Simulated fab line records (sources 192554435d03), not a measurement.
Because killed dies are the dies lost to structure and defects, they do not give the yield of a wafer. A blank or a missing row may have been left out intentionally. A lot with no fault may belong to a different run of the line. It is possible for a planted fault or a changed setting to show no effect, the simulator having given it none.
Chamber matching || flow n5-finfet || N5_BEOL_M0_SAQP_SPACER1_ALD_98 on ald-sin-01 has 4 sister chambers
The step deposits SiO2, target thk 12.8 nm, pulse time 1 s, purge time 2 s. 8 wafers are shown with their chamber, then 11 later ones without.

WAFERS PAIRED WITH THEIR CHAMBERS
{"wafer": "L076.3", "chamber": 0, "heater-power-w (W)": 462, "chamber-pressure-Torr (Torr)": 2.007}
{"wafer": "L077.5", "chamber": 3, "heater-power-w (W)": 525, "chamber-pressure-Torr (Torr)": 2.004}
{"wafer": "L078.4", "chamber": 3, "heater-power-w (W)": 502, "chamber-pressure-Torr (Torr)": 1.993}
{"wafer": "L080.2", "chamber": 1, "heater-power-w (W)": 412, "chamber-pressure-Torr (Torr)": 1.999}
{"wafer": "L083.1", "chamber": 0, "heater-power-w (W)": 461, "chamber-pressure-Torr (Torr)": 2.002}
{"wafer": "L083.4", "chamber": 1, "heater-power-w (W)": 429, "chamber-pressure-Torr (Torr)": 2.007}
{"wafer": "L083.6", "chamber": 2, "heater-power-w (W)": 600, "chamber-pressure-Torr (Torr)": 1.996}
{"wafer": "L085.3", "chamber": 2, "heater-power-w (W)": 603, "chamber-pressure-Torr (Torr)": 2.004}

WAFERS WITH NO CHAMBER GIVEN
{"wafer": "L085.4", "heater-power-w (W)": 477, "chamber-pressure-Torr (Torr)": 2.005}
{"wafer": "L085.5", "heater-power-w (W)": 538, "chamber-pressure-Torr (Torr)": 2.007}
{"wafer": "L089.3", "heater-power-w (W)": 514, "chamber-pressure-Torr (Torr)": 1.998}
{"wafer": "L089.4", "heater-power-w (W)": 587, "chamber-pressure-Torr (Torr)": 2.008}
{"wafer": "L089.6", "heater-power-w (W)": 611, "chamber-pressure-Torr (Torr)": 1.994}
{"wafer": "L088.1", "heater-power-w (W)": 450, "chamber-pressure-Torr (Torr)": 2.000}
{"wafer": "L088.4", "heater-power-w (W)": 419, "chamber-pressure-Torr (Torr)": 2.002}
{"wafer": "L088.6", "heater-power-w (W)": 598, "chamber-pressure-Torr (Torr)": 2.006}
{"wafer": "L097.1", "heater-power-w (W)": 415, "chamber-pressure-Torr (Torr)": 2.002}
{"wafer": "L097.2", "heater-power-w (W)": 613, "chamber-pressure-Torr (Torr)": 2.004}
{"wafer": "L097.5", "heater-power-w (W)": 614, "chamber-pressure-Torr (Torr)": 1.995}

WHICH CHAMBER EACH WENT THROUGH
{"wafer": "L085.4", "from the rows above": 0, "in truth": 0}
{"wafer": "L085.5", "from the rows above": 3, "in truth": 3}
{"wafer": "L089.3", "from the rows above": 3, "in truth": 3}
{"wafer": "L089.4", "from the rows above": 2, "in truth": 2}
{"wafer": "L089.6", "from the rows above": 2, "in truth": 2}
{"wafer": "L088.1", "from the rows above": "can't be placed: 0 or 1", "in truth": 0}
{"wafer": "L088.4", "from the rows above": 1, "in truth": 1}
{"wafer": "L088.6", "from the rows above": 2, "in truth": 2}
{"wafer": "L097.1", "from the rows above": 1, "in truth": 1}
{"wafer": "L097.2", "from the rows above": 2, "in truth": 2}
{"wafer": "L097.5", "from the rows above": 2, "in truth": 2}
Correctly placed: 10 of 11. Unplaceable from these rows: 1, with the true chamber sitting among the candidates in 1. Placed wrongly: 0.
How it was worked out, from the rows above alone: a wafer's distance from a chamber is the root of the sum, over the readings, of the square of ((its reading less the chamber's mean) divided by the reading's scatter). The wafer belongs to the nearest chamber; if the next one is less than 2 further off, it can't be placed. For every chamber, the mean is computed from those of its wafers that are shown. The scatter: the root of (the sum of the squares of (reading less its chamber's mean) over the shown wafers, divided by (wafers less chambers)).
